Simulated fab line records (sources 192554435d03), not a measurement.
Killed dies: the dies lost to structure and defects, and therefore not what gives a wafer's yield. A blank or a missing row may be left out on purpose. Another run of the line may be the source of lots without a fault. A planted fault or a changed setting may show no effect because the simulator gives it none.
A struck lot beside a sound one -- flow n5 finfet -- 32 steps out of a route of 1938
Sound: wafers L481.2, L481.5, L481.6. Struck: wafer L490.3. (L490.4 of the same lot was not struck and is left out.) The cause comes at the end.
Each step with rows lists, per side, the tool, then ch with its chambers, then its first start. Under that, the readings that differ: sound wafers -- struck wafers -- difference of the means -- sigmas: that difference in standard deviations of wafers without a fault.
alike: readings with means less than 2 such deviations apart, plus words and numbers identical on both sides. not compared: withheld readings, readings lacking a value on some wafer, bounds such as >300 that could conceal the same value, and numbers that have no deviation in the record and whose values overlap.
Wherever a step has rows on one side only, a row that says differs or no value, or a row with sigmas, the two part there. Numbers that don't overlap but have no deviation are shown without sigmas and don't part them. Lack of a reading on every wafer of one side parts them only where that side has two or more wafers.

first, 7 steps without rows for these wafers: N5_BEOL_M15_COAT_22 (resist thk 800 nm); N5_BEOL_M15_EBR_24; N5_BEOL_M15_SOFTBAKE_23 (time 60 s); N5_BEOL_M15_EXPOSE_25 (exposes mask M15, target cd 400 nm); N5_BEOL_M15_PEB_26 (peb time 90 s); N5_BEOL_M15_DEVELOP_27 (develop time 45 s); N5_BEOL_M15_HARDBAKE_32 (time 120 s).
N5_BEOL_M15_CD_MEAS_28: the cd target is 407.6 nm.
  sound on cd sem-03 ch 0, day 11 21:37; struck on cd sem-03 ch 0, day 14 04:23
  alike: cd nm
N5_BEOL_M15_OVL_MEAS_29:
  sound on overlay-02 ch 0, day 11 21:39; struck on overlay-02 ch 0, day 14 04:25
  alike: M15_OVL
N5_BEOL_M15_INSPECT_30: inspects for defects (macro).
  sound on defect inspect-01, day 11 21:40; struck on defect inspect-01, day 14 04:26
  alike: raw defect count
N5_BEOL_M15_DESCUM_33: chemistry O2, time 7.9 s.
  sound on rie diel-03 ch 0,1,3, day 11 21:52; struck on rie diel-02 ch 0, day 14 05:00
  alike: drypump motor current A, oes product au, rf vpp V, showerhead plenum p Torr, throttle valve pct
  not compared: rf hours counter h
then, 1 step without rows for these wafers: N5_BEOL_M15_ETCH_61 (etches BARC in N2/H2, target depth 89 nm, overetch 26.7 nm, time 67.9 s).
N5_BEOL_M15_TRENCH_ETCH_34: etches SiO2 in C4F8/O2/Ar, target depth 872.93 nm, time 199 s.
  sound on rie diel-03 ch 0,1,3, day 11 21:56; struck on rie diel-02 ch 0, day 14 05:05
reading,sound,struck,difference,sigmas
oes product au (a.u.),0.71 0.72 0.75,0.90,+0.17,+3
throttle valve pct (%),31.33 31.12 30.99,31.66,+0.51,+2
model.etch.depth nm (nm),858.4 869.6 862.9,1255,+391,
model.coat_of_BEOL_M15_COAT_22.thk nm (nm),550.6 547 550.4,471.2,-78.1,
  alike: O2_flow_sccm, drypump motor current A, oes_ar_750_au, rf vpp V, showerhead plenum p Torr
  not compared: rf hours counter h
then, 3 steps without rows for these wafers: N5_BEOL_M15_STRIP_36 (strips in O2); N5_BEOL_M15_STRIP_62 (strips in O2); N5_BEOL_M15_STRIP_37 (strips in O2).
N5_BEOL_M15_ETCH_38: etches SiCN in CF4/N2, target depth 106.4 nm, time 120.5 s.
  sound: rie diel-01 ch 0,1,2; struck: rie diel-02 ch 1
reading,sound,struck,difference,sigmas
showerhead plenum p Torr (Torr),2.33 2.32 2.28,2.09,-0.22,-2
  alike: drypump motor current A, oes product au, rf vpp V, throttle valve pct
  not compared: rf hours counter h
then, 2 steps without rows for these wafers: N5_BEOL_M15_PRECLEAN_39 (cleans in residue remover, time 60 s); N5_BEOL_M15_SRD_40 (time 30 s, dry time 30 s).
N5_BEOL_M15_DEGAS_41: time 60 s.
  sound on pvd sputter-03, day 12 03:07; struck on pvd sputter-02, day 14 09:07
  alike: heater power w, susceptor temp C
then, 1 step without rows for these wafers: N5_BEOL_M15_PRE_CLEAN_42 (time 30 s).
N5_BEOL_M15_SPUTTER_43: material TaN, target thk 15 nm, time 24.19 s.
  sound on pvd sputter-03, day 12 03:11; struck on pvd sputter-02, day 14 09:12
  alike: bias v, susceptor temp C, throttle valve pct
then, 4 steps without rows for these wafers: N5_BEOL_M15_SPUTTER_44 (material Ta, target thk 15 nm, time 24.19 s); N5_BEOL_M15_SPUTTER_45 (material Cu, target thk 100 nm, time 16.67 s); N5_BEOL_M15_ECD_47 (material Cu, target thk 1860 nm); N5_BEOL_M15_ANNEAL_48 (time 90 s).
N5_BEOL_M15_CMP_49: polishes, stops on SiO2, t overpolish 4.9 s, target thk 850 nm.
  sound on cmp-03 ch 0,3, day 12 04:10; struck on cmp-04 ch 3, day 14 10:01
reading,sound,struck,difference,sigmas
clearing platen down force psi (psi),2.007 2.010 2.002,1.993,-0.013,-3
model.Cu_of_BEOL_M15_ECD_47.thk nm (nm),836.6 847.8 839,1233,+392,
  alike: motor current A
N5_BEOL_M15_THK_MEAS_50: measures by xrf.
  sound on film metro-01, day 12 04:28; struck on film metro-01, day 14 10:19
reading,sound,struck,difference,sigmas
M15_THK (nm),844 854 844,1238,+391,+26
then, 1 step without rows for these wafers: N5_BEOL_M15_PRE_CLEAN_52 (time 15 s).
N5_BEOL_M15_DEP_53: deposits SiCN from 3MS/NH3, target thk 50 nm, time 17.8 s.
  sound on pecvd-02 ch 0,2, day 12 04:32; struck on pecvd-04 ch 1, day 14 10:23
  alike: showerhead plenum p Torr, throttle valve pct
N5_BEOL_M15_RS_MEAS_54: the measuring method here is four-point-probe.
  sound on film metro-02, day 12 04:36; struck on film metro-01, day 14 10:27
reading,sound,struck,difference,sigmas
M15_RS (ohm/sq),0.0219 0.0217 0.0219,0.0148,-0.0070,-20
N5_BEOL_M15_INSPECT_55: inspects for defects (darkfield).
  sound on defect inspect-02, day 12 04:37; struck on defect inspect-02, day 14 10:28
reading,sound,struck,difference,sigmas
raw defect count,114 124 88,58,-51,-2

== WHERE THEY PART ==
First at N5_BEOL_M15_TRENCH_ETCH_34; last, within this record, at N5_BEOL_M15_INSPECT_55.

WHY: what had been put in by the simulator
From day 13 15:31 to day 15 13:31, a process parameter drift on rie diel-02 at N5_BEOL_M15_TRENCH_ETCH_34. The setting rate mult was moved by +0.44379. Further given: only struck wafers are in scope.
